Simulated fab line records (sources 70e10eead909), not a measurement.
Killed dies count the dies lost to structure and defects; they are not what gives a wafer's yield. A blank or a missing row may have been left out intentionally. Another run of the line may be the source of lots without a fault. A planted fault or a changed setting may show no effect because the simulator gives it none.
Matching of chambers + flow nandHarc + NHARC_A_BLC_ETCH_16 on rieDiel-09 has 4 sister chambers
The step etches the open film in CF4, target depth 39 nm, time 65 s. 8 wafers are shown with their chamber, then 7 later ones without.

EACH WAFER AND ITS CHAMBER
| wafer  | chamber | showerheadPlenumPTorr (Torr) | drypumpMotorCurrentA (A) |
|--------|---------|------------------------------|--------------------------|
| L367.2 | 3       | 1.68                         | 5.51                     |
| L370.2 | 3       | 1.69                         | 5.56                     |
| L371.3 | 2       | 1.66                         | 5.83                     |
| L373.2 | 2       | 1.66                         | 5.81                     |
| L373.3 | 0       | 1.79                         | 5.37                     |
| L373.6 | 1       | 1.88                         | 5.72                     |
| L374.3 | 1       | 1.88                         | 5.70                     |
| L374.4 | 0       | 1.79                         | 5.39                     |

WAFERS WITH NO CHAMBER GIVEN
| wafer  | showerheadPlenumPTorr (Torr) | drypumpMotorCurrentA (A) |
|--------|------------------------------|--------------------------|
| L374.6 | 1.88                         | 5.72                     |
| L379.1 | 1.66                         | 5.85                     |
| L379.4 | 1.88                         | 5.71                     |
| L379.6 | 1.88                         | 5.73                     |
| L380.1 | 1.79                         | 5.39                     |
| L380.4 | 1.88                         | 5.73                     |
| L380.6 | 1.68                         | 5.51                     |

CHAMBER TAKEN BY EACH
| wafer  | from the rows above | in truth |
|--------|---------------------|----------|
| L374.6 | 1                   | 1        |
| L379.1 | 2                   | 2        |
| L379.4 | 1                   | 1        |
| L379.6 | 1                   | 1        |
| L380.1 | 0                   | 0        |
| L380.4 | 1                   | 1        |
| L380.6 | 3                   | 3        |
Correctly placed: 7 of 7. Can't be placed from these rows: 0. 0 placed wrongly.
How it was worked out, from the rows above alone: a wafer's distance from a chamber is the root of the sum, over the readings, of the square of ((its reading less the chamber's mean) divided by the reading's scatter). If the next closest chamber is less than 2 further off than the closest, the wafer can't be placed; otherwise it belongs to the closest. For every chamber, the mean is computed from those of its wafers that are shown. The scatter: take each reading less its chamber's mean, square it, sum over the shown wafers, divide by the number of wafers less the number of chambers, and take the root.
